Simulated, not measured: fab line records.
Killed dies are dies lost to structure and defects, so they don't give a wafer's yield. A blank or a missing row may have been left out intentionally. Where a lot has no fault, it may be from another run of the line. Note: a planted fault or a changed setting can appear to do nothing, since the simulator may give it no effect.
fab line records	flow n5_finfet
[record] lots = 11	wafers = 32	last_day = 17
route steps=1938 shown WELL_APT@29 BEOL_M4@1111
lots untouched by any fault: they come from a run of this same line in which no faults occurred
start_h: the number of hours between the record's first day and the start of the first shown wafer of the lot	wait_h: how many hours have passed since the lot's step before this one	" as in the row above	L1.1+2: a row that stands for several wafers	- no value, or no start given	* or withheld: withheld	< > ~ a bound
route shown NAME@n: NAME is a module with steps in the file, n the number in the route of the first one	usual: average and standard deviation across the fault-free wafers	same: alike in all rows	chamber/n: place in a boat	sites: readings site by site	_std_site: the standard deviation of these	_edge_site: mean of outer sites minus mean of inner sites	radius_mm: how far each site lies from the wafer's centre	mask NAME#n: copy n	behind: tool/chamber where the wafer was last shaped	hold: why the lot was held/for how many hours/how that ended	device: which transistor (n, p or np) failed to switch	end of line: tests run on the same wafers once the route is complete	where a step has no rows: the recipe by itself	killed: count of dies lost to structure and defects at first sort (not the wafer's yield)	map: a wafer's dies, x killed, . not, _ none there
set.NAME: setting as actually run; set.NAME@STEP: the setting as run at that earlier step	model.NAME: the simulator's own value behind a step, which no gauge read
route steps across a sampled set of lots; one table per step, one row per wafer
services: the hour from which a tool's chamber was out of use, counted from the record's first day as start_h (under 0 if before that day), plus the number of hours and why
[[steps]]
[step N5_WELL_APT_OVL_MEAS_09]
[recipe] points_per_wafer = 44
[usual] NWELL_OVL = -2/5.6
lot.wafer	tool	chamber	start_h	wait_h	NWELL_OVL[nm]
L599.2	overlay-02	0	13.68	0.0	-5
L599.3	"	0	"	"	8
L599.4	"	0	"	"	8
L600.1	overlay-01	0	20.37	0.0	3
L600.5	"	0	"	"	-3
L604.2	overlay-01	0	43.84	0.0	-1
L604.4	"	0	"	"	3
L604.6	"	0	"	"	-1
L606.1	overlay-01	0	55.79	0.0	3
L606.2	"	0	"	"	1
L606.5	"	0	"	"	3
L610.1	overlay-02	0	79.59	0.0	-12
L610.4	"	0	"	"	-8
L610.5	"	0	"	"	-4
L611.2	overlay-02	0	85.60	0.0	-2
L611.5	"	0	"	"	-3
L611.6	"	0	"	"	-7
L612.1	overlay-02	0	91.62	0.0	1
L612.4	"	0	"	"	-2
L612.5	"	0	"	"	-1
L613.2	overlay-01	0	98.48	0.0	4
L613.4	"	0	"	"	3
L613.6	"	0	"	"	-2
L614.2	overlay-02	0	103.62	0.0	-4
L614.4	"	0	"	"	-9
L614.6	"	0	"	"	-9
L615.3	overlay-01	0	109.82	0.0	-15
L615.5	"	0	"	"	-5
L615.6	"	0	"	"	-10
L622.1	overlay-02	0	151.74	0.0	7
L622.2	"	0	"	"	1
L622.6	"	0	"	"	1
[step N5_WELL_APT_IMPLANT_14]
[recipe] species = P	energy_kev = 160	dose_cm2 = 1.5e+13	tilt_deg = 0	rotation_deg = 0
[usual] beam_energy_keV = 160.00/0.048	end_station_pressure_torr = 5.14e-06/2.7e-07	rotation_deg = 0.001/0.02
lot.wafer	tool	chamber	start_h	wait_h	beam_energy_keV	end_station_pressure_torr	rotation_deg
L599.2	implanter-02	0	13.90	0.1	159.96	4.93e-06	0.016
L599.3	"	0	"	"	160.05	4.84e-06	-0.001
L599.4	"	0	"	"	159.97	4.69e-06	-0.013
L600.1	implanter-01	0	21.15	0.1	160.00	5.35e-06	-0.003
L600.5	"	0	"	"	159.98	5.05e-06	0.035
L604.2	implanter-01	0	45.64	0.1	160.09	5.11e-06	0.012
L604.4	"	0	"	"	160.04	5.26e-06	0.017
L604.6	"	0	"	"	160.04	4.9e-06	0.009
L606.1	implanter-01	0	57.07	0.1	159.97	5.17e-06	-0.006
L606.2	"	0	"	"	160.01	5.13e-06	0.010
L606.5	"	0	"	"	160.03	5.8e-06	0.012
L610.1	implanter-01	0	79.74	0.1	160.05	5.05e-06	0.025
L610.4	"	0	"	"	159.98	5.13e-06	-0.005
L610.5	"	0	"	"	160.04	5.08e-06	0.051
L611.2	implanter-01	0	85.78	0.1	193.99	4.95e-06	-0.024
L611.5	"	0	"	"	193.99	4.93e-06	-0.035
L611.6	"	0	"	"	194.02	5.59e-06	-0.003
L612.1	implanter-02	0	91.80	0.1	159.96	4.93e-06	-0.030
L612.4	"	0	"	"	160.08	5.23e-06	-0.016
L612.5	"	0	"	"	160.05	4.67e-06	0.014
L613.2	implanter-02	0	98.67	0.1	160.11	5.53e-06	0.015
L613.4	"	0	"	"	159.99	5.19e-06	-0.009
L613.6	"	0	"	"	159.97	4.79e-06	-0.020
L614.2	implanter-01	0	103.81	0.1	193.94	5.38e-06	-0.028
L614.4	"	0	"	"	193.94	4.79e-06	-0.045
L614.6	"	0	"	"	193.93	4.96e-06	-0.002
L615.3	implanter-02	0	110.09	0.1	159.96	5.04e-06	-0.025
L615.5	"	0	"	"	160.03	5.26e-06	-0.037
L615.6	"	0	"	"	160.07	5.04e-06	-0.025
L622.1	implanter-02	0	151.90	0.1	159.94	5.12e-06	-0.007
L622.2	"	0	"	"	160.00	5.54e-06	0.027
L622.6	"	0	"	"	159.99	5.31e-06	0.011
[step N5_WELL_APT_CD_MEAS_25]
[recipe] target_cd_nm = 200	landing_energy_ev = 500	detector = se_inlens
[usual] cd_nm = 198.9/2.4
lot.wafer	tool	chamber	start_h	wait_h	cd_nm
L599.2	cd_sem-02	0	14.93	-	200.5
L599.3	"	0	"	"	200.1
L599.4	"	0	"	"	197.7
L600.1	cd_sem-03	0	22.08	-	198.4
L600.5	"	0	"	"	197.7
L604.2	cd_sem-03	0	46.55	-	200.8
L604.4	"	0	"	"	199.1
L604.6	"	0	"	"	202.4
L606.1	cd_sem-03	0	58.00	-	195.2
L606.2	"	0	"	"	195.6
L606.5	"	0	"	"	194.9
L610.1	cd_sem-03	0	80.69	-	195.8
L610.4	"	0	"	"	198.4
L610.5	"	0	"	"	194.4
L611.2	cd_sem-02	0	86.72	-	197.9
L611.5	"	0	"	"	203.0
L611.6	"	0	"	"	196.1
L612.1	cd_sem-01	0	94.70	-	199.9
L612.4	"	0	"	"	201.6
L612.5	"	0	"	"	197.8
L613.2	cd_sem-01	0	99.57	-	197.7
L613.4	"	0	"	"	200.3
L613.6	"	0	"	"	198.6
L614.2	cd_sem-02	0	104.86	-	203.1
L614.4	"	0	"	"	197.7
L614.6	"	0	"	"	200.8
L615.3	cd_sem-01	0	110.96	-	202.9
L615.5	"	0	"	"	197.5
L615.6	"	0	"	"	199.9
L622.1	cd_sem-02	0	152.96	-	194.0
L622.2	"	0	"	"	200.6
L622.6	"	0	"	"	198.8
[step N5_WELL_APT_OVL_MEAS_26]
[recipe] points_per_wafer = 44
[usual] PWELL_OVL = -2/6.3
lot.wafer	tool	chamber	start_h	wait_h	PWELL_OVL[nm]
L599.2	overlay-01	0	14.96	0.0	-1
L599.3	"	0	"	"	-4
L599.4	"	0	"	"	-12
L600.1	overlay-01	0	22.11	0.0	-3
L600.5	"	0	"	"	-8
L604.2	overlay-02	0	46.58	0.0	3
L604.4	"	0	"	"	4
L604.6	"	0	"	"	-3
L606.1	overlay-02	0	58.03	0.0	-4
L606.2	"	0	"	"	-13
L606.5	"	0	"	"	-10
L610.1	overlay-02	0	80.72	0.0	-6
L610.4	"	0	"	"	-6
L610.5	"	0	"	"	-8
L611.2	overlay-02	0	86.75	0.0	10
L611.5	"	0	"	"	16
L611.6	"	0	"	"	8
L612.1	overlay-02	0	94.73	0.0	11
L612.4	"	0	"	"	12
L612.5	"	0	"	"	7
L613.2	overlay-02	0	99.60	0.0	-7
L613.4	"	0	"	"	1
L613.6	"	0	"	"	-9
L614.2	overlay-02	0	104.89	0.0	-1
L614.4	"	0	"	"	-1
L614.6	"	0	"	"	9
L615.3	overlay-01	0	110.99	0.0	-5
L615.5	"	0	"	"	-5
L615.6	"	0	"	"	0
L622.1	overlay-01	0	152.99	0.0	-7
L622.2	"	0	"	"	-5
L622.6	"	0	"	"	-5
[step N5_BEOL_M4_RC_MEAS_101]
[usual] DIBL_N = 36.0/2.2	DIBL_P = 35.9/2.6	IOFF_N = 0.16/0.038	IOFF_P = 0.21/0.042	ION_N = 675/15	ION_P = 463/10	RS_NWELL = 1036/6.8	SS_N = 71.5/0.62	SS_P = 73.2/0.76	VT_N = 250/4.1	VT_P = -251/3.6
lot.wafer	tool	chamber	start_h	wait_h	DIBL_N[mV/V]	DIBL_P[mV/V]	IOFF_N[nA/um]	IOFF_P[nA/um]	ION_N[uA/um]	ION_P[uA/um]	RS_NWELL[ohm/sq]	SS_N[mV/dec]	SS_P[mV/dec]	VT_N[mV]	VT_P[mV]
L599.2	prober-01	0	164.69	0.2	35.0	34.6	0.13	0.20	672	464	1032	71.2	72.7	250	-250
L599.3	"	0	"	"	32.8	32.3	0.11	0.17	658	457	1042	70.6	72.4	256	-251
L599.4	"	0	"	"	33.8	32.1	0.12	0.16	665	461	1033	71.6	72.1	254	-251
L600.1	prober-01	0	168.74	0.0	37.3	37.3	0.17	0.21	674	461	1049	71.5	73.2	251	-254
L600.5	"	0	"	"	35.4	35.0	0.14	0.19	667	454	1048	71.6	72.4	251	-253
L604.2	prober-01	0	195.36	0.2	38.7	39.3	0.21	0.26	690	471	1033	72.2	74.5	245	-249
L604.4	"	0	"	"	36.1	35.5	0.16	0.19	675	459	1039	72.4	73.7	249	-251
L604.6	"	0	"	"	33.1	32.3	0.12	0.16	662	452	1046	71.2	72.1	252	-253
L606.1	prober-01	0	214.28	0.0	36.5	35.6	0.15	0.20	672	462	1021	71.5	73.3	249	-249
L606.2	"	0	"	"	34.2	34.0	0.13	0.19	682	473	1022	70.9	72.4	253	-250
L606.5	"	0	"	"	35.0	34.3	0.13	0.19	673	465	1019	70.7	72.6	251	-249
L610.1	prober-01	0	230.50	0.0	38.5	36.9	0.16	0.26	684	475	1031	71.2	73.7	248	-247
L610.4	"	0	"	"	32.9	30.5	0.09	0.17	639	447	1033	70.3	72.9	257	-250
L610.5	"	0	"	"	37.7	36.0	0.16	0.25	674	474	1045	71.4	73.6	248	-245
L611.2	prober-01	0	247.44	0.2	35.2	36.6	0.15	0.20	673	460	949	71.2	72.6	249	-249
L611.5	"	0	"	"	34.9	34.8	0.14	0.18	681	466	934	71.4	72.5	250	-250
L611.6	"	0	"	"	35.5	36.6	0.15	0.20	666	456	937	71.6	73.4	246	-254
L613.2	prober-02	0	247.47	0.2	36.8	35.6	0.16	0.23	677	467	1038	70.6	73.3	249	-247
L613.4	"	0	"	"	37.0	36.6	0.16	0.25	671	471	1032	71.9	73.8	247	-248
L613.6	"	0	"	"	36.8	36.4	0.16	0.24	685	473	1040	71.2	72.4	250	-253
L612.1	prober-02	0	253.67	0.0	35.7	35.0	0.15	0.19	671	464	1036	70.9	72.2	248	-250
L612.4	"	0	"	"	32.8	31.4	0.11	0.15	670	458	1043	70.7	72.1	253	-254
L612.5	"	0	"	"	36.7	34.6	0.16	0.19	669	457	1037	71.8	72.8	249	-250
L615.3	prober-01	0	262.40	0.3	36.0	37.5	0.18	0.24	687	470	1042	71.2	73.3	246	-246
L615.5	"	0	"	"	37.0	38.6	0.19	0.25	691	475	1038	71.3	73.8	246	-247
L615.6	"	0	"	"	34.2	34.9	0.15	0.19	694	480	1042	71.1	72.6	249	-250
L614.2	prober-01	0	264.52	0.2	35.9	34.9	0.14	0.17	670	458	940	71.9	73.3	253	-257
L614.4	"	0	"	"	34.5	34.9	0.14	0.17	656	452	950	71.3	74.0	248	-256
L614.6	"	0	"	"	33.3	32.4	0.10	0.15	632	438	941	71.4	73.3	254	-259
L622.1	prober-02	0	306.35	0.0	36.0	37.0	0.18	0.25	684	464	1034	71.0	73.4	245	-248
L622.2	"	0	"	"	35.7	36.7	0.18	0.25	693	475	1032	71.2	73.6	244	-245
L622.6	"	0	"	"	35.6	37.8	0.19	0.28	700	491	1037	71.5	74.2	245	-245
[[services]]
tool	chamber	start_h	hours	kind
implanter-01	-	-7.72	2.6	repair
implanter-02	-	117.88	4.8	repair
[[key]]
[first_sign] step = N5_WELL_APT_IMPLANT_14	reading = beam_energy_keV	direction = up	sigmas = 99+	usual = 160.00	struck = 193.97
[effect] step = N5_BEOL_M4_RC_MEAS_101	reading = RS_NWELL	direction = down	sigmas = 14	usual = 1036	struck = 942
met_at N5_WELL_APT_IMPLANT_14
struck_lots L611,L614
not_acting_at N5_WELL_APT_OVL_MEAS_09,N5_WELL_APT_CD_MEAS_25,N5_WELL_APT_OVL_MEAS_26
onset_between 79.74 85.78
[fault] kind = process_parameter_drift	tool = implanter-01	chamber = -	onset_h = 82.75	steps = N5_WELL_APT_IMPLANT_14	channel = energy_kev	offset = 33.99	shape = step	end_h = 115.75	acts_in = these_recipes_only	stated = 160
